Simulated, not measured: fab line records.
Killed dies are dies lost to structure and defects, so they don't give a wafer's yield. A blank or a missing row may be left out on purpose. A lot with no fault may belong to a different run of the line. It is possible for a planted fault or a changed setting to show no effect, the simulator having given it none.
fab line records ; flow n5Finfet
record: lots: 7; wafers: 39
route steps=1938 shown DUMMY_GATE@228 GATE_CUT@469
startH: start of the lot's first displayed wafer, in hours after the record's first day ; waitH: time in hours since the lot's previous step ; " repeats the value in the row above ; L1.1+2: several wafers, shown together as one row ; - either no value or no given start ; * or withheld: withheld ; < > ~ a bound
route shown NAME@n: NAME is a module with steps in the file, n the number in the route of the first one ; usual: average and standard deviation across the fault-free wafers ; same: alike in all rows ; chamber/n: place in a boat ; sites: readings site by site ; _std_site: standard deviation across them ; _edge_site: inner sites' mean taken away from outer sites' mean ; radiusMm: for every site, how far away it sits from the centre of the wafer ; mask NAME#n: copy n ; behind: the tool/chamber that last shaped the wafer ; hold: reason for holding the lot/hours on hold/outcome of the hold ; device: names the non-switching transistor (n, p or np) ; end of line: the same wafers' tests at the end of the route ; for a step that has no rows: nothing shown but its recipe ; killed: dies that structure and defects cost at the first sort, which is not the same as the wafer's yield ; map: a wafer's dies, x killed, . not, _ none there
set.NAME: setting as actually run; set.NAME@STEP: the setting as run at that earlier step ; model.NAME: the simulator's own value behind a step, which no gauge read
lots where settings were altered on purpose, with a table for each step and a row for each wafer
== steps ==
step: N5_DUMMY_GATE_EXPOSE_12
recipe: maskId: GATE; na: 0.33; sourceShape: annular; sigmaInner: 0.2; sigmaOuter: 0.6; polarization: unpolarized; targetCdNm: 25; doseMj: 34
lot.wafer;tool;chamber;startH;waitH;mask;set.doseMj
L076.1+3+6;euvScanner-01;0;60.26;-;GATE#0;36.17
L076.2+4+5;euvScanner-01;0;60.26;-;GATE#0;34
L081.1+2+4;euvScanner-02;0;91.60;-;GATE#0;34
L081.3+5+6;euvScanner-02;0;91.60;-;GATE#0;31.48
L083.1+2+5;euvScanner-02;0;104.06;-;GATE#0;35.67
L083.3+4+6;euvScanner-02;0;104.06;-;GATE#0;34
L087.1+2+3;euvScanner-01;0;130.69;-;GATE#0;34
L087.4+5+6;euvScanner-01;0;130.69;-;GATE#0;31.66
L088.1+3+6;euvScanner-02;0;132.48;-;GATE#0;34
L088.2+4+5;euvScanner-02;0;132.48;-;GATE#0;31.89
L092.4+5+6;euvScanner-02;0;153.44;-;GATE#0;34
L093.1+2+3+4+5+6;euvScanner-02;0;161.55;-;GATE#0;34
step: N5_DUMMY_GATE_PEB_13
recipe: pebTempC: 100; pebTimeS: 60; resist: CAR-EUV
step: N5_DUMMY_GATE_DEVELOP_14
recipe: developTimeS: 30; developer: TMAH; resist: CAR-EUV; rinseLiquid: surfactantRinse; dry: airSpin; devTempC: 23
step: N5_DUMMY_GATE_CD_MEAS_15
recipe: targetCdNm: 25.8; landingEnergyEv: 500; detector: seInlens
usual: cdNm: 25.00/0.22
lot.wafer;tool;chamber;startH;waitH;set.doseMj@DUMMY_GATE_EXPOSE_12;cdNm
L076.1;cdSem-02;0;60.38;-;36.17;23.76
L076.2;cdSem-02;0;60.38;-;34;24.82
L076.3;cdSem-02;0;60.38;-;36.17;24.03
L076.4;cdSem-02;0;60.38;-;34;24.88
L076.5;cdSem-02;0;60.38;-;34;24.88
L076.6;cdSem-02;0;60.38;-;36.17;24.04
L081.1;cdSem-03;0;91.73;-;34;25.08
L081.2;cdSem-03;0;91.73;-;34;24.66
L081.3;cdSem-03;0;91.73;-;31.48;26.66
L081.4;cdSem-03;0;91.73;-;34;24.93
L081.5;cdSem-03;0;91.73;-;31.48;26.71
L081.6;cdSem-03;0;91.73;-;31.48;26.69
L083.1;cdSem-03;0;104.19;-;35.67;24.17
L083.2;cdSem-03;0;104.19;-;35.67;24.17
L083.3;cdSem-03;0;104.19;-;34;24.79
L083.4;cdSem-03;0;104.19;-;34;24.67
L083.5;cdSem-03;0;104.19;-;35.67;23.47
L083.6;cdSem-03;0;104.19;-;34;24.78
L087.1;cdSem-02;0;130.82;-;34;24.79
L087.2;cdSem-02;0;130.82;-;34;24.78
L087.3;cdSem-02;0;130.82;-;34;25.23
L087.4;cdSem-02;0;130.82;-;31.66;26.73
L087.5;cdSem-02;0;130.82;-;31.66;26.39
L087.6;cdSem-02;0;130.82;-;31.66;26.46
L088.1;cdSem-02;0;132.60;-;34;25.08
L088.2;cdSem-02;0;132.60;-;31.89;26.18
L088.3;cdSem-02;0;132.60;-;34;24.93
L088.4;cdSem-02;0;132.60;-;31.89;25.69
L088.5;cdSem-02;0;132.60;-;31.89;26.28
L088.6;cdSem-02;0;132.60;-;34;24.92
L092.4;cdSem-03;0;153.55;-;34;24.80
L092.5;cdSem-03;0;153.55;-;34;25.02
L092.6;cdSem-03;0;153.55;-;34;24.95
L093.1;cdSem-03;0;161.68;-;34;24.72
L093.2;cdSem-03;0;161.68;-;34;24.85
L093.3;cdSem-03;0;161.68;-;34;24.88
L093.4;cdSem-03;0;161.68;-;34;25.09
L093.5;cdSem-03;0;161.68;-;34;24.83
L093.6;cdSem-03;0;161.68;-;34;24.87
step: N5_DUMMY_GATE_ETCH_37
recipe: chemistry: N2/H2; target: SOC; targetDepthA: 600; overetchA: 300; tempC: 40; ionEnergyEv: 200; pressureMtorr: 30; sourceW: 840; biasW: 150; n2FlowSccm: 200; h2FlowSccm: 200
usual: rfVppV: 524.8/2.4
lot.wafer;tool;chamber;startH;waitH;set.sourceW;rfVppV;model.SiARC_of_DUMMY_GATE_COAT_35.thkNm
L076.1;rieDiel-02;2;61.02;0.0;983.4;495.7;4.6
L076.2;rieDiel-02;0;61.02;0.0;840;524.0;5
L076.3;rieDiel-02;3;61.02;0.0;840;526.0;5.2
L076.4;rieDiel-02;1;61.02;0.0;983.4;496.5;4.6
L076.5;rieDiel-02;2;61.02;0.0;983.4;494.7;4.6
L076.6;rieDiel-02;1;61.02;0.0;840;524.0;5
L081.1;rieDiel-06;3;92.01;0.0;840;523.1;5
L081.2;rieDiel-06;2;92.01;0.0;948.5;504.4;4.4
L081.3;rieDiel-06;0;92.01;0.0;948.5;504.9;4.6
L081.4;rieDiel-06;1;92.01;0.0;840;526.6;5
L081.5;rieDiel-06;3;92.01;0.0;840;521.6;5
L081.6;rieDiel-06;0;92.01;0.0;948.5;505.9;4.6
L083.1;rieDiel-02;0;104.60;0.0;904.7;510.0;4.8
L083.2;rieDiel-02;3;104.60;0.0;904.7;513.6;5
L083.3;rieDiel-02;1;104.60;0.0;840;523.6;4.8
L083.4;rieDiel-02;2;104.60;0.0;904.7;509.5;4.8
L083.5;rieDiel-02;1;104.60;0.0;840;524.3;5
L083.6;rieDiel-02;0;104.60;0.0;840;522.8;5
L087.1;rieDiel-06;2;131.35;0.0;789.7;536.3;5.2
L087.2;rieDiel-06;1;131.35;0.0;840;527.2;5
L087.3;rieDiel-06;3;131.35;0.0;789.7;533.1;5.2
L087.4;rieDiel-06;0;131.35;0.0;840;526.6;5
L087.5;rieDiel-06;1;131.35;0.0;840;526.0;5
L087.6;rieDiel-06;2;131.35;0.0;789.7;538.2;5.2
L088.1;rieDiel-06;1;133.07;0.0;840;526.6;5
L088.2;rieDiel-06;3;133.07;0.0;840;521.8;5
L088.3;rieDiel-06;0;133.07;0.0;840;526.0;5
L088.4;rieDiel-06;2;133.07;0.0;774.1;540.8;5.2
L088.5;rieDiel-06;2;133.07;0.0;774.1;542.2;5.2
L088.6;rieDiel-06;1;133.07;0.0;774.1;540.7;5.2
L092.4;rieDiel-04;0;153.84;0.0;840;526.7;5
L092.5;rieDiel-04;1;153.84;0.0;840;528.2;5
L092.6;rieDiel-04;3;153.84;0.0;840;522.0;5
L093.1;rieDiel-04;3;161.95;0.0;840;523.0;4.8
L093.2;rieDiel-04;1;161.95;0.0;840;527.8;4.8
L093.3;rieDiel-04;0;161.95;0.0;924.2;510.8;4.6
L093.4;rieDiel-04;2;161.95;0.0;924.2;506.7;4.4
L093.5;rieDiel-04;3;161.95;0.0;840;523.9;5
L093.6;rieDiel-04;0;161.95;0.0;924.2;511.3;4.8
step: N5_DUMMY_GATE_STRIP_38
recipe: chemistry: N2/H2; tempC: 40; n2FlowSccm: 200; h2FlowSccm: 200; rfFrequencyHz: 6e+07
step: N5_DUMMY_GATE_STRIP_39
recipe: chemistry: N2/H2; tempC: 40; n2FlowSccm: 200; h2FlowSccm: 200; rfFrequencyHz: 6e+07
step: N5_DUMMY_GATE_TRIM_49
recipe: chemistry: O2; resist: SOC; timeS: 29; targetCdNm: 14; sourcePowerW: 300; biasPowerW: 0; O2_flow_sccm: 100; tempC: 20
lot.wafer;tool;chamber;startH;waitH;set.doseMj@DUMMY_GATE_EXPOSE_12;model.DUMMY_GATE.cdNm
L076.1;rieSi-02;3;61.10;0.0;36.17;12.6
L076.2;rieSi-02;0;61.10;0.0;34;14.2
L076.3+6;rieSi-02;2;61.10;0.0;36.17;12.8
L076.4;rieSi-02;1;61.10;0.0;34;13.8
L076.5;rieSi-02;1;61.10;0.0;34;14
L081.1;rieSi-03;1;92.10;0.0;34;13.8
L081.2;rieSi-03;0;92.10;0.0;34;13.4
L081.3+5;rieSi-03;2;92.10;0.0;31.48;15.2
L081.4;rieSi-03;1;92.10;0.0;34;13.6
L081.6;rieSi-03;0;92.10;0.0;31.48;15.4
L083.1+2;rieSi-03;3,0;104.68;0.0;35.67;12.8
L083.3+6;rieSi-03;1;104.68;0.0;34;13.8
L083.4;rieSi-03;2;104.68;0.0;34;13.6
L083.5;rieSi-03;0;104.68;0.0;35.67;13
L087.1;rieSi-03;3;131.43;0.0;34;14.6
L087.2;rieSi-03;2;131.43;0.0;34;14
L087.3;rieSi-03;1;131.43;0.0;34;14.2
L087.4;rieSi-03;0;131.43;0.0;31.66;16
L087.5+6;rieSi-03;3,2;131.43;0.0;31.66;15.6
L088.1;rieSi-01;2;133.15;0.0;34;13.8
L088.2;rieSi-01;0;133.15;0.0;31.89;15.2
L088.3;rieSi-01;3;133.15;0.0;34;14.4
L088.4;rieSi-01;1;133.15;0.0;31.89;15.6
L088.5;rieSi-01;1;133.15;0.0;31.89;15.4
L088.6;rieSi-01;2;133.15;0.0;34;14
L092.4;rieSi-01;2;153.90;0.0;34;13.6
L092.5+6;rieSi-01;3,2;153.90;0.0;34;14
L093.1+2+5;rieSi-03;1,3,2;162.03;0.0;34;13.8
L093.3;rieSi-03;0;162.03;0.0;34;13
L093.4;rieSi-03;2;162.03;0.0;34;13.6
L093.6;rieSi-03;3;162.03;0.0;34;13.4
step: N5_DUMMY_GATE_STRIP_40
recipe: chemistry: CF4; resist: SiARC; powerW: 300; biasPowerW: 75; pressureMtorr: 50; cf4FlowSccm: 150; rfFrequencyHz: 6e+07
step: N5_DUMMY_GATE_CD_MEAS_50
recipe: targetCdNm: 14
usual: cdNm: 14.0/0.3
lot.wafer;tool;chamber;startH;waitH;set.doseMj@DUMMY_GATE_EXPOSE_12;cdNm
L076.1;cdSem-02;-;61.25;0.0;36.17;12.4
L076.2;cdSem-02;-;61.25;0.0;34;14.3
L076.3;cdSem-02;-;61.25;0.0;36.17;12.7
L076.4;cdSem-02;-;61.25;0.0;34;13.5
L076.5;cdSem-02;-;61.25;0.0;34;13.9
L076.6;cdSem-02;-;61.25;0.0;36.17;12.6
L081.1;cdSem-03;-;92.24;0.0;34;14.1
L081.2;cdSem-03;-;92.24;0.0;34;13.4
L081.3;cdSem-03;-;92.24;0.0;31.48;15.2
L081.4;cdSem-03;-;92.24;0.0;34;13.4
L081.5;cdSem-03;-;92.24;0.0;31.48;15.1
L081.6;cdSem-03;-;92.24;0.0;31.48;15.5
L083.1;cdSem-02;-;104.83;0.0;35.67;12.6
L083.2;cdSem-02;-;104.83;0.0;35.67;13.0
L083.3;cdSem-02;-;104.83;0.0;34;13.8
L083.4;cdSem-02;-;104.83;0.0;34;13.4
L083.5;cdSem-02;-;104.83;0.0;35.67;12.8
L083.6;cdSem-02;-;104.83;0.0;34;13.9
L087.1;cdSem-02;-;131.60;0.0;34;14.7
L087.2;cdSem-02;-;131.60;0.0;34;14.2
L087.3;cdSem-02;-;131.60;0.0;34;14.6
L087.4;cdSem-02;-;131.60;0.0;31.66;16.3
L087.5;cdSem-02;-;131.60;0.0;31.66;15.5
L087.6;cdSem-02;-;131.60;0.0;31.66;15.9
L088.1;cdSem-02;-;133.30;0.0;34;13.9
L088.2;cdSem-02;-;133.30;0.0;31.89;15.3
L088.3;cdSem-02;-;133.30;0.0;34;14.4
L088.4;cdSem-02;-;133.30;0.0;31.89;15.7
L088.5;cdSem-02;-;133.30;0.0;31.89;15.3
L088.6;cdSem-02;-;133.30;0.0;34;13.7
L092.4;cdSem-03;-;154.06;0.0;34;13.8
L092.5;cdSem-03;-;154.06;0.0;34;14.0
L092.6;cdSem-03;-;154.06;0.0;34;14.1
L093.1;cdSem-03;-;162.18;0.0;34;13.8
L093.2;cdSem-03;-;162.18;0.0;34;13.7
L093.3;cdSem-03;-;162.18;0.0;34;13.3
L093.4;cdSem-03;-;162.18;0.0;34;13.7
L093.5;cdSem-03;-;162.18;0.0;34;13.4
L093.6;cdSem-03;-;162.18;0.0;34;13.7
step: N5_DUMMY_GATE_ETCH_31
recipe: chemistry: C4F6/O2; target: SiO2; maskMaterial: SOC; targetDepthA: 825; timeS: 27.5; ionEnergyEv: 250; pressureMtorr: 30; sourceW: 345; biasW: 185; Ar_flow_sccm: 300; C4F6_flow_sccm: 10; O2_flow_sccm: 10
lot.wafer;tool;chamber;startH;waitH;set.targetDepthA;model.etch.depthNm;model.SOC_of_DUMMY_GATE_COAT_34.thkNm
L076.1+6;rieDiel-04;0,3;61.29;0.0;825;82.19;51.8
L076.2;rieDiel-04;1;61.29;0.0;896.2;87.44;51.2
L076.3;rieDiel-04;3;61.29;0.0;896.2;89.75;50.8
L076.4;rieDiel-04;1;61.29;0.0;896.2;87.48;51
L076.5;rieDiel-04;0;61.29;0.0;825;81.94;51.8
L081.1;rieDiel-04;1;92.31;0.1;825;79.46;52
L081.2;rieDiel-04;3;92.31;0.1;825;82.3;51.8
L081.3;rieDiel-04;0;92.31;0.1;928.1;93.38;50.4
L081.4;rieDiel-04;3;92.31;0.1;928.1;92.55;50.6
L081.5;rieDiel-04;1;92.31;0.1;928.1;90.54;50.8
L081.6;rieDiel-04;0;92.31;0.1;825;82.4;51.6
L083.1;rieDiel-06;2;104.88;0.0;916.1;92.65;50.8
L083.2;rieDiel-06;1;104.88;0.0;916.1;90.96;50.8
L083.3;rieDiel-06;0;104.88;0.0;825;82.16;51.6
L083.4;rieDiel-06;3;104.88;0.0;825;82.13;51.8
L083.5;rieDiel-06;0;104.88;0.0;825;82.45;51.6
L083.6;rieDiel-06;1;104.88;0.0;916.1;90.72;51
L087.1;rieDiel-06;3;131.65;0.0;884.2;88.07;51.2
L087.2;rieDiel-06;0;131.65;0.0;825;81.92;51.8
L087.3;rieDiel-06;2;131.65;0.0;884.2;89.29;51
L087.4;rieDiel-06;1;131.65;0.0;825;81.56;51.8
L087.5;rieDiel-06;2;131.65;0.0;884.2;89.27;51
L087.6;rieDiel-06;1;131.65;0.0;825;81.9;51.8
L088.1;rieDiel-02;1;133.35;0.0;825;82.53;52
L088.2;rieDiel-02;2;133.35;0.0;825;82.26;51.8
L088.3;rieDiel-02;0;133.35;0.0;825;80.66;52
L088.4;rieDiel-02;3;133.35;0.0;825;79.81;52.2
L088.5;rieDiel-02;0;133.35;0.0;825;80.34;52
L088.6;rieDiel-02;1;133.35;0.0;825;81.25;52
L092.4;rieDiel-02;3;154.10;0.0;825;79.42;52
L092.5;rieDiel-02;3;154.10;0.0;825;79.05;52.2
L092.6;rieDiel-02;2;154.10;0.0;825;81.59;51.6
L093.1;rieDiel-06;0;162.23;0.0;825;81.46;51.8
L093.2;rieDiel-06;2;162.23;0.0;825;82.68;51.8
L093.3;rieDiel-06;1;162.23;0.0;784.7;76.5;52.2
L093.4;rieDiel-06;3;162.23;0.0;825;81.29;51.8
L093.5;rieDiel-06;1;162.23;0.0;784.7;76.3;52.2
L093.6;rieDiel-06;0;162.23;0.0;784.7;77.46;51.8
step: N5_DUMMY_GATE_STRIP_41
recipe: chemistry: O2; powerW: 400; tempC: 40; pressureMtorr: 30; rfFrequencyHz: 6e+07; biasPowerW: 0; overashFraction: 0.3; o2FlowSccm: 225
step: N5_DUMMY_GATE_HM_OPEN_21
recipe: chemistry: CH3F/O2; target: SiNx; targetDepthA: 1200; Ar_flow_sccm: 150; CH3F_flow_sccm: 30; O2_flow_sccm: 23; timeS: 171.4; pressureMtorr: 30; sourceW: 395; biasW: 73; ionEnergyEv: 120.7
step: N5_DUMMY_GATE_ETCH_32
recipe: chemistry: CF4; target: SiO2; targetDepthA: 35; timeS: 3.9; ionEnergyEv: 350; pressureMtorr: 10; icpW: 800; biasW: 400; cf4FlowSccm: 80
step: N5_DUMMY_GATE_ETCH_23
recipe: chemistry: HBr/Cl2/O2; HBr_flow_sccm: 150; Cl2_flow_sccm: 80; O2_flow_sccm: 12; biasW: 102; targetDepthA: 410; timeS: 22.3; target: poly-Si; maskMaterial: SiO2; pressureMtorr: 10; icpW: 800
step: N5_DUMMY_GATE_ETCH_44
recipe: chemistry: HBr/O2; overEtchFrac: 0.7; targetDepthA: 1275; stopOn: SiO2; ionEnergyEv: 60; biasW: 20; target: poly-Si; maskMaterial: SiO2; pressureMtorr: 20; icpW: 400; HBr_flow_sccm: 120; O2_flow_sccm: 10
lot.wafer;tool;chamber;startH;waitH;set.doseMj@DUMMY_GATE_EXPOSE_12;model.DUMMY_GATE.cdNm
L076.1;rieSi-01;1;61.64;0.0;36.17;13.4
L076.2;rieSi-01;2;61.64;0.0;34;15.2
L076.3+6;rieSi-01;0;61.64;0.0;36.17;13.8
L076.4;rieSi-01;3;61.64;0.0;34;14.6
L076.5;rieSi-01;1;61.64;0.0;34;15
L081.1;rieSi-02;1;92.64;0.0;34;15
L081.2;rieSi-02;2;92.64;0.0;34;14.4
L081.3+5+6;rieSi-02;0,3,0;92.64;0.0;31.48;16.4
L081.4;rieSi-02;3;92.64;0.0;34;14.8
L083.1+2+5;rieSi-03;1,0,2;105.22;0.0;35.67;13.8
L083.3;rieSi-03;2;105.22;0.0;34;14.8
L083.4+6;rieSi-03;3;105.22;0.0;34;14.6
L087.1;rieSi-03;2;131.98;0.0;34;15.4
L087.2+3;rieSi-03;0,1;131.98;0.0;34;15
L087.4;rieSi-03;3;131.98;0.0;31.66;16.8
L087.5;rieSi-03;1;131.98;0.0;31.66;16.4
L087.6;rieSi-03;2;131.98;0.0;31.66;16.6
L088.1;rieSi-02;3;133.68;0.0;34;15
L088.2;rieSi-02;2;133.68;0.0;31.89;16
L088.3;rieSi-02;0;133.68;0.0;34;15.6
L088.4;rieSi-02;1;133.68;0.0;31.89;16.6
L088.5;rieSi-02;1;133.68;0.0;31.89;16.4
L088.6;rieSi-02;0;133.68;0.0;34;15.2
L092.4;rieSi-02;3;154.44;0.0;34;14.2
L092.5;rieSi-02;2;154.44;0.0;34;15
L092.6;rieSi-02;3;154.44;0.0;34;14.6
L093.1+2+5;rieSi-01;3,0,2;162.57;0.0;34;15
L093.3;rieSi-01;1;162.57;0.0;34;14.4
L093.4;rieSi-01;2;162.57;0.0;34;14.8
L093.6;rieSi-01;1;162.57;0.0;34;14.6
step: N5_DUMMY_GATE_CD_MEAS_24
recipe: targetCdNm: 15
usual: cdNm: 15.0/0.35
lot.wafer;tool;chamber;startH;waitH;set.doseMj@DUMMY_GATE_EXPOSE_12;cdNm
L076.1;cdSem-03;-;61.75;0.1;36.17;13.2
L076.2;cdSem-03;-;61.75;0.1;34;15.3
L076.3;cdSem-03;-;61.75;0.1;36.17;13.6
L076.4;cdSem-03;-;61.75;0.1;34;14.7
L076.5;cdSem-03;-;61.75;0.1;34;15.3
L076.6;cdSem-03;-;61.75;0.1;36.17;14.0
L081.1;cdSem-01;-;92.76;0.1;34;15.0
L081.2;cdSem-01;-;92.76;0.1;34;14.5
L081.3;cdSem-01;-;92.76;0.1;31.48;16.8
L081.4;cdSem-01;-;92.76;0.1;34;14.6
L081.5;cdSem-01;-;92.76;0.1;31.48;16.2
L081.6;cdSem-01;-;92.76;0.1;31.48;16.4
L083.1;cdSem-03;-;105.33;0.1;35.67;13.7
L083.2;cdSem-03;-;105.33;0.1;35.67;13.6
L083.3;cdSem-03;-;105.33;0.1;34;14.9
L083.4;cdSem-03;-;105.33;0.1;34;14.9
L083.5;cdSem-03;-;105.33;0.1;35.67;13.7
L083.6;cdSem-03;-;105.33;0.1;34;14.6
L087.1;cdSem-03;-;132.10;0.1;34;15.4
L087.2;cdSem-03;-;132.10;0.1;34;15.0
L087.3;cdSem-03;-;132.10;0.1;34;15.0
L087.4;cdSem-03;-;132.10;0.1;31.66;17.1
L087.5;cdSem-03;-;132.10;0.1;31.66;16.5
L087.6;cdSem-03;-;132.10;0.1;31.66;16.5
L088.1;cdSem-02;-;133.79;0.1;34;15.0
L088.2;cdSem-02;-;133.79;0.1;31.89;16.3
L088.3;cdSem-02;-;133.79;0.1;34;15.6
L088.4;cdSem-02;-;133.79;0.1;31.89;16.7
L088.5;cdSem-02;-;133.79;0.1;31.89;16.4
L088.6;cdSem-02;-;133.79;0.1;34;15.7
L092.4;cdSem-02;-;154.55;0.1;34;14.2
L092.5;cdSem-02;-;154.55;0.1;34;15.1
L092.6;cdSem-02;-;154.55;0.1;34;15.0
L093.1;cdSem-02;-;162.69;0.1;34;15.2
L093.2;cdSem-02;-;162.69;0.1;34;15.2
L093.3;cdSem-02;-;162.69;0.1;34;14.0
L093.4;cdSem-02;-;162.69;0.1;34;14.9
L093.5;cdSem-02;-;162.69;0.1;34;14.7
L093.6;cdSem-02;-;162.69;0.1;34;14.6
step: N5_DUMMY_GATE_ETCH_42
recipe: chemistry: CHF3/O2; target: SiO2; targetDepthA: 35; timeS: 31; ionEnergyEv: 30; biasW: 12; pressureMtorr: 30; sourceW: 600; Ar_flow_sccm: 200; CHF3_flow_sccm: 50; O2_flow_sccm: 5
usual: rfVppV: 42.7/0.83
lot.wafer;tool;chamber;startH;waitH;set.biasW;rfVppV
L076.1;rieDiel-02;2;61.81;0.1;12;43.1
L076.2;rieDiel-02;0;61.81;0.1;12;44.8
L076.3;rieDiel-02;3;61.81;0.1;11.4;41.4
L076.4;rieDiel-02;1;61.81;0.1;11.4;39.3
L076.5;rieDiel-02;0;61.81;0.1;11.4;42.7
L076.6;rieDiel-02;3;61.81;0.1;12;42.0
L081.1;rieDiel-04;1;92.89;0.1;12;42.7
L081.2;rieDiel-04;0;92.89;0.1;12;40.9
L081.3;rieDiel-04;3;92.89;0.1;12;41.7
L081.4;rieDiel-04;0;92.89;0.1;12;40.5
L081.5;rieDiel-04;3;92.89;0.1;12;43.1
L081.6;rieDiel-04;1;92.89;0.1;12;42.3
L083.1;rieDiel-02;2;105.60;0.3;10.59;38.2
L083.2;rieDiel-02;1;105.60;0.3;12;41.9
L083.3;rieDiel-02;3;105.60;0.3;10.59;37.5
L083.4;rieDiel-02;0;105.60;0.3;12;42.7
L083.5;rieDiel-02;1;105.60;0.3;10.59;39.3
L083.6;rieDiel-02;0;105.60;0.3;12;42.7
L087.1;rieDiel-04;0;132.26;0.2;12;42.2
L087.2;rieDiel-04;3;132.26;0.2;13.91;47.8
L087.3;rieDiel-04;1;132.26;0.2;13.91;49.6
L087.4;rieDiel-04;2;132.26;0.2;13.91;47.9
L087.5;rieDiel-04;2;132.26;0.2;12;43.6
L087.6;rieDiel-04;3;132.26;0.2;12;42.7
L088.1;rieDiel-02;2;133.84;0.0;12;41.9
L088.2;rieDiel-02;0;133.84;0.0;12;41.8
L088.3;rieDiel-02;3;133.84;0.0;11.03;41.3
L088.4;rieDiel-02;1;133.84;0.0;12;43.2
L088.5;rieDiel-02;1;133.84;0.0;11.03;40.4
L088.6;rieDiel-02;0;133.84;0.0;11.03;39.1
L092.4;rieDiel-02;2;154.59;0.0;12;43.2
L092.5;rieDiel-02;1;154.59;0.0;12;42.3
L092.6;rieDiel-02;0;154.59;0.0;12;42.2
L093.1;rieDiel-02;0;162.77;0.1;12;42.8
L093.2;rieDiel-02;3;162.77;0.1;10.93;39.4
L093.3;rieDiel-02;1;162.77;0.1;10.93;39.9
L093.4;rieDiel-02;2;162.77;0.1;10.93;39.1
L093.5;rieDiel-02;1;162.77;0.1;12;42.4
L093.6;rieDiel-02;0;162.77;0.1;12;42.3
step: N5_GATE_CUT_ETCH_58
recipe: chemistry: CH3F/O2; target: SiNx; targetDepthA: 170; timeS: 128.6; ionEnergyEv: 50; pressureMtorr: 30; sourceW: 415; biasW: 21; Ar_flow_sccm: 150; CH3F_flow_sccm: 30; O2_flow_sccm: 20
lot.wafer;tool;chamber;startH;waitH;set.targetDepthA;model.etch.depthNm
L076.1;rieDiel-02;1;93.94;0.1;170;16.85
L076.2;rieDiel-02;3;93.94;0.1;170;16.26
L076.3;rieDiel-02;0;93.94;0.1;170;16.72
L076.4;rieDiel-02;2;93.94;0.1;170;16.87
L076.5;rieDiel-02;1;93.94;0.1;170;16.76
L076.6;rieDiel-02;0;93.94;0.1;170;16.82
L081.1;rieDiel-02;1;125.92;0.0;154.8;15.39
L081.2;rieDiel-02;2;125.92;0.0;170;16.89
L081.3;rieDiel-02;0;125.92;0.0;154.8;15.26
L081.4;rieDiel-02;3;125.92;0.0;170;16.43
L081.5;rieDiel-02;2;125.92;0.0;170;16.88
L081.6;rieDiel-02;1;125.92;0.0;154.8;15.42
L083.1;rieDiel-02;3;136.90;0.0;157.6;15.25
L083.2;rieDiel-02;0;136.90;0.0;170;16.71
L083.3;rieDiel-02;1;136.90;0.0;170;16.89
L083.4;rieDiel-02;2;136.90;0.0;157.6;15.73
L083.5;rieDiel-02;2;136.90;0.0;157.6;15.77
L083.6;rieDiel-02;1;136.90;0.0;170;17.03
L087.1;rieDiel-04;2;165.07;0.0;170;17.44
L087.2+5;rieDiel-04;3;165.07;0.0;170;17.08
L087.3;rieDiel-04;1;165.07;0.0;170;17.57
L087.4;rieDiel-04;0;165.07;0.0;170;17.09
L087.6;rieDiel-04;0;165.07;0.0;170;17.2
L088.1;rieDiel-02;1;167.24;0.0;170;16.82
L088.2;rieDiel-02;0;167.24;0.0;163.1;16.12
L088.3;rieDiel-02;3;167.24;0.0;163.1;15.69
L088.4;rieDiel-02;2;167.24;0.0;170;16.96
L088.5;rieDiel-02;0;167.24;0.0;170;16.74
L088.6;rieDiel-02;3;167.24;0.0;163.1;15.77
L092.4;rieDiel-04;0;186.26;0.0;170;16.93
L092.5;rieDiel-04;0;186.26;0.0;170;17.03
L092.6;rieDiel-04;1;186.26;0.0;170;17.45
L093.1;rieDiel-06;1;196.78;0.0;160.9;15.82
L093.2;rieDiel-06;0;196.78;0.0;160.9;15.95
L093.3;rieDiel-06;3;196.78;0.0;170;17
L093.4;rieDiel-06;2;196.78;0.0;170;17.29
L093.5;rieDiel-06;2;196.78;0.0;160.9;16.33
L093.6;rieDiel-06;3;196.78;0.0;170;16.97
== key ==
split: step: N5_DUMMY_GATE_EXPOSE_12; setting: doseMj; stated: 34; by: wafer
response: step: N5_DUMMY_GATE_CD_MEAS_15; reading: cdNm; change: -0.198; per: 1%; r: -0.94
response: step: N5_DUMMY_GATE_TRIM_49; reading: model.DUMMY_GATE.cdNm; change: -0.209; per: 1%; r: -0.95
response: step: N5_DUMMY_GATE_CD_MEAS_50; reading: cdNm; change: -0.208; per: 1%; r: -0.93
response: step: N5_DUMMY_GATE_ETCH_44; reading: model.DUMMY_GATE.cdNm; change: -0.201; per: 1%; r: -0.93
response: step: N5_DUMMY_GATE_CD_MEAS_24; reading: cdNm; change: -0.221; per: 1%; r: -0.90
split: step: N5_DUMMY_GATE_ETCH_37; setting: sourceW; stated: 840; by: wafer
response: step: N5_DUMMY_GATE_ETCH_37; reading: rfVppV; change: -1.64; per: 1%; r: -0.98
response: step: N5_DUMMY_GATE_ETCH_37; reading: model.SiARC_of_DUMMY_GATE_COAT_35.thkNm; change: -0.0279; per: 1%; r: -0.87
split: step: N5_DUMMY_GATE_ETCH_31; setting: targetDepthA; stated: 825; by: wafer
response: step: N5_DUMMY_GATE_ETCH_31; reading: model.etch.depthNm; change: +0.852; per: 1%; r: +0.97
response: step: N5_DUMMY_GATE_ETCH_31; reading: model.SOC_of_DUMMY_GATE_COAT_34.thkNm; change: -0.0872; per: 1%; r: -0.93
split: step: N5_DUMMY_GATE_ETCH_42; setting: biasW; stated: 12; by: wafer
response: step: N5_DUMMY_GATE_ETCH_42; reading: rfVppV; change: +0.341; per: 1%; r: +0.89
split: step: N5_GATE_CUT_ETCH_58; setting: targetDepthA; stated: 170; by: wafer
response: step: N5_GATE_CUT_ETCH_58; reading: model.etch.depthNm; change: +0.176; per: 1%; r: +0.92
